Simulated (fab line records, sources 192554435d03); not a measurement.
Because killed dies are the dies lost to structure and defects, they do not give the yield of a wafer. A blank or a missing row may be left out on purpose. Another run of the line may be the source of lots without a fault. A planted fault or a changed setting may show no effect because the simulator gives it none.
Chamber matching | flow n5-finfet | ald-metal-03 running N5_HKMG_FIN_PWFM_ALD_03: 4 sister chambers
The step deposits TiN, target thk 2 nm, pulse time 1 s, purge time 3 s. 18 wafers are shown with their chamber, then 9 later ones without.

== EACH WAFER AND ITS CHAMBER ==
wafer  | chamber | heater-power-w (W) | precursor-pulse-height-rel
L074.1 | 0       | 764                | 1.034
L074.2 | 3       | 941                | 1.018
L074.6 | 0       | 746                | 1.011
L075.2 | 3       | 938                | 0.976
L075.3 | 2       | 893                | 1.009
L075.5 | 0       | 722                | 1.003
L078.3 | 2       | 890                | 0.987
L078.4 | 3       | 937                | 0.971
L078.6 | 1       | 906                | 0.988
L080.3 | 1       | 920                | 0.989
L080.4 | 0       | 757                | 0.998
L080.5 | 2       | 896                | 0.953
L082.1 | 0       | 725                | 1.029
L082.2 | 3       | 942                | 1.014
L082.4 | 2       | 890                | 1.011
L085.1 | 3       | 962                | 0.982
L085.2 | 1       | 903                | 1.024
L085.6 | 3       | 930                | 1.029

SIGNATURES (averages over the wafers above)
reading                    | chamber 0 | chamber 1 | chamber 2 | chamber 3 | scatter within a chamber
heater-power-w             | 742.80    | 909.67    | 892.25    | 941.67    | 12.5
precursor-pulse-height-rel | 1.01500   | 1.00033   | 0.99000   | 0.99833   | 0.0225
Rule: for a wafer and a chamber, the distance is found by dividing, reading by reading, the gap between the wafer's reading and the chamber's mean by the reading's scatter, squaring, summing and taking the root. If the next closest chamber is less than 2 further off than the closest, the wafer can't be placed; otherwise it belongs to the closest. The scatter: take each reading less its chamber's mean, square it, sum over the shown wafers, divide by the number of wafers less the number of chambers, and take the root.

== WAFERS WITHOUT THEIR CHAMBER ==
wafer  | heater-power-w (W) | precursor-pulse-height-rel
L090.1 | 925                | 1.010
L090.2 | 741                | 1.025
L090.4 | 894                | 0.985
L091.2 | 964                | 1.029
L091.4 | 913                | 1.006
L091.5 | 908                | 1.028
L096.2 | 934                | 1.027
L096.3 | 731                | 1.007
L096.5 | 900                | 1.014

== WHICH CHAMBER EACH WENT THROUGH ==
wafer  | from the rows above          | in truth
L090.1 | can't be placed: 1 or 3 or 2 | 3
L090.2 | 0                            | 0
L090.4 | can't be placed: 2 or 1      | 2
L091.2 | 3                            | 3
L091.4 | can't be placed: 1 or 2 or 3 | 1
L091.5 | can't be placed: 1 or 2 or 3 | 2
L096.2 | can't be placed: 3 or 1      | 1
L096.3 | 0                            | 0
L096.5 | can't be placed: 1 or 2      | 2
Placed correctly: 3 of 9. These rows do not allow placing 6 (true chamber among the candidates in 6). Number placed wrongly: 0.
